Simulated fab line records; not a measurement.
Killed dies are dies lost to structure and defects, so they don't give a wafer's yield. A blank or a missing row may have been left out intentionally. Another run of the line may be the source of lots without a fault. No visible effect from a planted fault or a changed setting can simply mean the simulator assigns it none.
Split-lot experiment ; flow n5-finfet ; on a route of 1938 steps: 7 lots, 21 wafers read

## ON THE SPLIT
At N5_BEOL_M2_COAT_62 (time 60 s, resist thk 12 nm), the setting spin-rpm was moved away from the recipe's 1500 rpm on 3 of the 21 wafers read, by -5.4% to +4.6%. For the rest of the wafers, this setting stayed at what the recipe calls for.

## FROM THE SPLIT TO THE READING: what the file shows between them, 4 steps
- N5_BEOL_M2_COAT_73: time 60 s, resist thk 5 nm
- N5_BEOL_M2_COAT_05: resist thk 30 nm
- N5_BEOL_M2_DESCUM_16: chemistry O2, time 7 s
- N5_BEOL_M2_ETCH_74: etches underlayer in N2/H2, target depth 6.5 nm, time 5.2 s

## THE READING
etch.depth-nm (the simulator's own value, which no gauge read), in nm, at N5_BEOL_M2_ETCH_63 (etches SiARC in CF4, target depth 15.6 nm, time 26 s). No usual value for it is given in the file. Across the 18 wafers here that went through the recipe, the average is 12.01 nm and the standard deviation 0.03 nm.

wafer;tool, chamber at the split;spin-rpm as run, rpm;against the recipe;etch.depth-nm, nm;against lot-mates on the recipe
L079.2;litho-track-02, 0;1500;recipe;12.06;-
L079.4;litho-track-02, 0;1500;recipe;12.06;-
L079.3;litho-track-02, 0;1500;recipe;12.01;-
L084.2;litho-track-02, 0;1569;+4.6%;11.74;-0.28
L084.3;litho-track-02, 0;1500;recipe;12.02;-
L084.5;litho-track-02, 0;1500;recipe;12.02;-
L089.3;litho-track-01, 0;1500;recipe;12.02;-
L089.5;litho-track-01, 0;1500;recipe;12.06;-
L089.6;litho-track-01, 0;1419;-5.4%;12.37;+0.33
L093.1;litho-track-02, 0;1449;-3.4%;12.19;+0.23
L093.4;litho-track-02, 0;1500;recipe;11.96;-
L093.6;litho-track-02, 0;1500;recipe;11.96;-
L092.1;litho-track-02, 0;1500;recipe;12.02;-
L092.2;litho-track-02, 0;1500;recipe;11.99;-
L092.5;litho-track-02, 0;1500;recipe;12.03;-
L096.2;litho-track-02, 0;1500;recipe;12;-
L096.3;litho-track-02, 0;1500;recipe;12;-
L096.5;litho-track-02, 0;1500;recipe;12;-
L097.1;litho-track-01, 0;1500;recipe;11.97;-
L097.4;litho-track-01, 0;1500;recipe;11.98;-
L097.6;litho-track-01, 0;1500;recipe;12.01;-

THE FIT
A straight line over all 21 wafers: etch.depth-nm changes by -0.0614 nm for each +1% of spin-rpm; r = -0.96; the points scatter about the line by 0.031 nm.
The same after taking each lot's own level away (the mean of its wafers on the recipe; 21 wafers): -0.0622 nm for each +1%; r = -0.99; scatter 0.016 nm.
According to that fit, moving spin-rpm by its largest amount changes the reading by 0.34 nm.
Measured against the standard deviation above, the lots' own levels, which go from 11.960 to 12.043 nm, span 2.8 times it.
Hence the lot-to-lot level has little effect on the slope; both slopes agree.
Check: with one of the wafers moved furthest among these (-5.4%) left out of the fit, the line predicts +0.343 nm for it against its lot-mates. It came out at +0.33 nm against them.

## THE FILE'S OWN FIT
etch.depth-nm changes by -0.0628 nm for each +1% of spin-rpm, r = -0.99.
